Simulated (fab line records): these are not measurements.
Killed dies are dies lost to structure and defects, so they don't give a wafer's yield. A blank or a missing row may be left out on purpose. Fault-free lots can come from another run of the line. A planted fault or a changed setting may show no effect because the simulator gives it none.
Chamber matching	flow nand harc	3 sister chambers for NHARC_A_BONDPAD_DEP_00 on pecvd-01
The step deposits SiCN, target thk 250 nm. 3 wafers are shown with their chamber, then 7 later ones without.

== WAFERS WITH THEIR CHAMBER ==
wafer	chamber	heater power w (W)
L091.2	2	559
L091.4	1	448
L093.5	0	827

== WAFERS WITH NO CHAMBER GIVEN ==
wafer	heater power w (W)
L093.6	526
L094.1	464
L094.4	468
L094.5	758
L097.1	598
L097.3	529
L097.6	606

== EACH ONE'S CHAMBER ==
wafer	from the rows above	in truth
L093.6	can't be placed: 2 or 1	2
L094.1	can't be placed: 1 or 2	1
L094.4	can't be placed: 1 or 2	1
L094.5	0	0
L097.1	2	2
L097.3	can't be placed: 2 or 1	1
L097.6	2	2
Correct placement for 3 of the 7. Cannot be placed on the basis of these rows: 4; the candidates contain the true chamber in 4. 0 placed wrongly.
How it was worked out, from the rows above alone: a wafer's distance from a chamber is the root of the sum, over the readings, of the square of ((its reading less the chamber's mean) divided by the reading's scatter). The wafer belongs to the nearest chamber; if the next one is less than 2 further off, it can't be placed. Each chamber's mean is taken over the wafers shown for it. The scatter (one wafer shown for each chamber): square how far every hidden wafer sits from the nearest shown wafer, average those squares and take the square root.
